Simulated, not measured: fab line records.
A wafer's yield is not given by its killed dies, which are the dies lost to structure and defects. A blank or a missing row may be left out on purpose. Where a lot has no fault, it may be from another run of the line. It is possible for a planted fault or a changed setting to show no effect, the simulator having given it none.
Which of the tools did it?	flow nand harc	Sampling: 11 lots, 33 wafers, 5 of 1302 route steps

WHAT EACH GAUGE READ, for each wafer
NHARC_END_SORT_01.
lot	measured	on	killed dies
L666	day 24 20:38	prober-02	51 47 48
L671	day 26 00:35	prober-01	47 58 48
L669	day 26 02:43	prober-02	62 45 51
L673	day 27 10:25	prober-02	81 85 87
L678	day 29 09:46	prober-01	28 28 19
L683	day 31 20:24	prober-01	453 383 452
L684	day 32 00:27	prober-02	459 375 462
L685	day 32 05:02	prober-01	93 102 78
L686	day 32 09:05	prober-02	39 43 44
L688	day 33 03:59	prober-01	51 53 53
L689	day 34 11:44	prober-02	72 77 88

TOOL THAT RAN EACH LOT (tool first, then ch and the chambers of the sampled wafers, then the start)
lot	NHARC_A_STAIRCASE_DESCUM_186	NHARC_A_STAIRCASE_TRIM_193	NHARC_A_STAIRCASE_ETCH_199	NHARC_A_STAIRCASE_TRIM_202
L666	rie diel-12 ch 1,2,3, day 15 23:56	rie diel-12 ch 0,1,3, day 16 01:19	rie diel-02 ch 0,1,2, day 24 20:38 or earlier	rie diel-02 ch 0,2, day 24 20:38 or earlier
L671	rie diel-12 ch 2,3, day 17 11:20	rie diel-12 ch 0,1, day 17 12:08	rie diel-12 ch 1,2,3, day 26 00:35 or earlier	rie diel-12 ch 1,2, day 26 00:35 or earlier
L669	rie diel-04 ch 2,3, day 17 11:46	rie diel-04 ch 0,3, day 17 12:35	rie diel-04 ch 1,2, day 26 02:43 or earlier	rie diel-04 ch 0,1,3, day 26 02:43 or earlier
L673	rie diel-04 ch 2,3, day 18 19:14	rie diel-04 ch 1,2,3, day 18 20:00	rie diel-04 ch 2,3, day 27 10:25 or earlier	rie diel-04 ch 0,2,3, day 27 10:25 or earlier
L678	rie diel-12 ch 1,2, day 21 01:26	rie diel-12 ch 2,3, day 21 02:12	rie diel-12 ch 1,2, day 29 09:46 or earlier	rie diel-12 ch 1,2, day 29 09:46 or earlier
L683	rie diel-04 ch 0,1, day 22 14:19	rie diel-04 ch 0,1,3, day 22 15:07	rie diel-04 ch 1,3, day 31 20:24 or earlier	rie diel-04 ch 0,1,3, day 31 20:24 or earlier
L684	rie diel-04 ch 0,2, day 23 03:05	rie diel-04 ch 0,3, day 23 03:55	rie diel-04 ch 0,1,3, day 32 00:27 or earlier	rie diel-04 ch 0,3, day 32 00:27 or earlier
L685	rie diel-12 ch 1,2,3, day 23 07:01	rie diel-12 ch 0,2,3, day 23 07:48	rie diel-12 ch 0,1,2, day 32 05:02 or earlier	rie diel-12 ch 0,2,3, day 32 05:02 or earlier
L686	rie diel-12 ch 0,3, day 24 03:04	rie diel-12 ch 1,2, day 24 03:51	rie diel-12 ch 0,1,2, day 32 09:05 or earlier	rie diel-12 ch 0,3, day 32 09:05 or earlier
L688	rie diel-02 ch 1,2,3, day 24 20:23	rie diel-02 ch 2,3, day 24 21:13	rie diel-04 ch 2,3, day 33 03:59 or earlier	rie diel-04 ch 0,3, day 33 03:59 or earlier
L689	rie diel-12 ch 2,3, day 25 19:37	rie diel-12 ch 0,1,2, day 25 21:15	rie diel-04 ch 0,2,3, day 34 11:44 or earlier	rie diel-04 ch 2,3, day 34 11:44 or earlier
- NHARC_A_STAIRCASE_DESCUM_186: chemistry O2, time 3 s.
- NHARC_A_STAIRCASE_TRIM_193: chemistry O2, time 211.2 s.
- NHARC_A_STAIRCASE_ETCH_199: etches the open film in C4F8/O2, target depth 100 nm, time 40.5 s.
- NHARC_A_STAIRCASE_TRIM_202: chemistry O2, time 211.2 s.

THE ANSWER, worked out from the rows above alone
Rule: the usual values come from the lots themselves. The widest of any qualifying gaps counts: lots, ordered by their means at a reading, are off when they make up no more than a third of the lots, leave a main group of 4 or more, and stand apart from it by 3 or more times the standard deviation of that group's means. A main group whose means are all the same, to the digits that the tables above print for the reading, isn't used. Also off: a lot with no number at a reading for which 4 or more lots have one. All remaining lots with rows at the step are treated as sound.
Off: L683, L684 (NHARC_END_SORT_01, killed dies). Main group: mean 58, sd 20.
If a tool, at a process step before that reading, ran all the lots that are off and no sound lot after the first of them, it fits. The gauges at NHARC_END_SORT_01 are tried like those tools. NHARC_A_STAIRCASE_ETCH_199 gives no start for some lots, so the hours and the order of its lots are those of NHARC_END_SORT_01. NHARC_A_STAIRCASE_TRIM_202 gives no start for some lots, so the hours and the order of its lots are those of NHARC_END_SORT_01. One fits: rie diel-04 at NHARC_A_STAIRCASE_DESCUM_186 and NHARC_A_STAIRCASE_TRIM_193. At NHARC_A_STAIRCASE_DESCUM_186 its last sound lot is L673 (day 18 19:14), its first lot that is off L683 (day 22 14:19): a fault that began between those two fits.

WHAT THE SIMULATOR HAD PUT IN
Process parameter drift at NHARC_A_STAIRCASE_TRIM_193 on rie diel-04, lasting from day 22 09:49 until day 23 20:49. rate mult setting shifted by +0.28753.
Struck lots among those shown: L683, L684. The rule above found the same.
